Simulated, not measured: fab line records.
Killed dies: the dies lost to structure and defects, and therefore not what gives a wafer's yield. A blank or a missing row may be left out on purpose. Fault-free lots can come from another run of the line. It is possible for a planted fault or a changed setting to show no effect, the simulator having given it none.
Lot-split experiment -- flow n5 finfet -- 7 lots, 39 wafers read, on a route of 1938 steps

THE SPLIT ITSELF
At N5_BEOL_M15_ILD_DEP_00 (deposits SiO2 from TEOS/O2, target thk 1629.3 nm, time 346.1 s), the setting target thk a was moved away from the recipe's 16293 angstrom on 12 of the 39 wafers read, by -33.2% to +46.4%. For the rest of the wafers, this setting stayed at what the recipe calls for.

No step appears in the file between the split and the reading.

THE READING
M15_ILD_THK at N5_BEOL_M15_THK_MEAS_01, in nm. Fault-free wafers of this fab line usually give 1625 nm, standard deviation 27 nm.

wafer,"tool, chamber at the split","target thk a as run, angstrom",against the recipe,"M15_ILD_THK, nm",against lot-mates on the recipe
L075.1,"pecvd-03, 2",16293,recipe,1622,-
L075.2,"pecvd-03, 0",16293,recipe,1649,-
L075.3,"pecvd-03, 1",16293,recipe,1590,-
L075.4,"pecvd-03, 2",23850,+46.4%,2424,+804
L075.5,"pecvd-03, 1",23850,+46.4%,2394,+774
L075.6,"pecvd-03, 0",23850,+46.4%,2444,+824
L077.1,"pecvd-04, 1",12030,-26.2%,1180,-454
L077.2,"pecvd-04, 0",12030,-26.2%,1182,-452
L077.3,"pecvd-04, 2",16293,recipe,1643,-
L077.4,"pecvd-04, 0",16293,recipe,1623,-
L077.5,"pecvd-04, 2",12030,-26.2%,1240,-394
L077.6,"pecvd-04, 1",16293,recipe,1637,-
L080.1,"pecvd-04, 2",16293,recipe,1666,-
L080.2,"pecvd-04, 1",16293,recipe,1633,-
L080.3,"pecvd-04, 0",16293,recipe,1612,-
L080.4,"pecvd-04, 2",16293,recipe,1684,-
L080.5,"pecvd-04, 0",16293,recipe,1653,-
L080.6,"pecvd-04, 1",16293,recipe,1645,-
L079.1,"pecvd-03, 0",16293,recipe,1632,-
L079.3,"pecvd-03, 1",16293,recipe,1596,-
L079.4,"pecvd-03, 0",16293,recipe,1665,-
L087.1,"pecvd-02, 1",16293,recipe,1625,-
L087.2,"pecvd-02, 0",19900,+22.1%,1983,+354
L087.3,"pecvd-02, 2",19900,+22.1%,1995,+366
L087.4,"pecvd-02, 0",16293,recipe,1641,-
L087.5,"pecvd-02, 1",16293,recipe,1621,-
L087.6,"pecvd-02, 2",19900,+22.1%,2028,+399
L088.1,"pecvd-02, 0",16293,recipe,1592,-
L088.2,"pecvd-02, 1",10880,-33.2%,1061,-549
L088.3,"pecvd-02, 2",16293,recipe,1613,-
L088.4,"pecvd-02, 1",10880,-33.2%,1064,-546
L088.5,"pecvd-02, 2",10880,-33.2%,1107,-503
L088.6,"pecvd-02, 0",16293,recipe,1624,-
L094.1,"pecvd-03, 2",16293,recipe,1590,-
L094.2,"pecvd-03, 1",16293,recipe,1596,-
L094.3,"pecvd-03, 0",16293,recipe,1608,-
L094.4,"pecvd-03, 2",16293,recipe,1582,-
L094.5,"pecvd-03, 1",16293,recipe,1607,-
L094.6,"pecvd-03, 0",16293,recipe,1612,-

THE FIT
A straight line over all 39 wafers: M15_ILD_THK changes by +16.8 nm for each +1% of target thk a; r = +1.00; the points scatter about the line by 26 nm.
The same after taking each lot's own level away (the mean of its wafers on the recipe; 39 wafers): +16.8 nm for each +1%; r = +1.00; scatter 22 nm.
Per that fit: largest target thk a move, reading shift of 7.8e+02 nm.
The lots' own levels span 1599.2 to 1648.8 nm, that is 1.8 times the standard deviation above.
Consequently the slope shifts little with the lot-to-lot level, the two slopes agreeing.
Check: with one of the wafers moved furthest among these (+46.4%) left out of the fit, the line predicts +778 nm for it against its lot-mates. It came out at +804 nm against them.

ADDITIONAL SPLITS CARRIED BY THESE WAFERS
These wafers also went through other splits before the reading. Each is held against what the fit with the lots' levels taken away leaves over:
other split on the same wafers,wafers away from the commonest value,r with M15_ILD_THK (lot level and that fit taken away)
N5_DUMMY_GATE_ETCH_32 time s,12,-0.19
N5_SDB_ETCH_25 time s,12,-0.01
N5_BEOL_M0_SAQP_ILD_DEP_01 time s,15,+0.11
N5_BEOL_M0_CUTY_DESCUM_61 time s,6,-0.02
N5_BEOL_M2_DEP_57 time s,12,-0.11
N5_BEOL_M7_ILD_DEP_00 time s,15,-0.11
N5_BEOL_M11_CVD_75 target thk a,18,+0.10

THE WHOLE CHAIN: every reading that the file lists as answering this split, in the file's order
step,what it does,reading,change (the file's fit),r (the file's)
N5_BEOL_M15_ILD_DEP_00,"deposits SiO2 from TEOS/O2, target thk 1629.3 nm, time 346.1 s","SiO2_of_BEOL_M15_ILD_DEP_00.thk nm (the simulator's own value, which no gauge read)",+16.8 nm for each +1% of the setting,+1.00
N5_BEOL_M15_THK_MEAS_01,,M15_ILD_THK,+16.8 for each +1% of the setting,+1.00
N5_BEOL_M15_VIA_ETCH_16,"etches SiO2 in C4F8/O2/Ar, target depth 1792.2 nm","etch.depth nm (the simulator's own value, which no gauge read)",+16.8 nm for each +1% of the setting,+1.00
N5_BEOL_M15_VIA_ETCH_16,"etches SiO2 in C4F8/O2/Ar, target depth 1792.2 nm","coat_of_BEOL_M15_COAT_04.thk nm (the simulator's own value, which no gauge read)",-3.79 nm for each +1% of the setting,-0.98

FILE'S OWN FIT
M15_ILD_THK changes by +16.8 nm for each +1% of target thk a, r = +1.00.
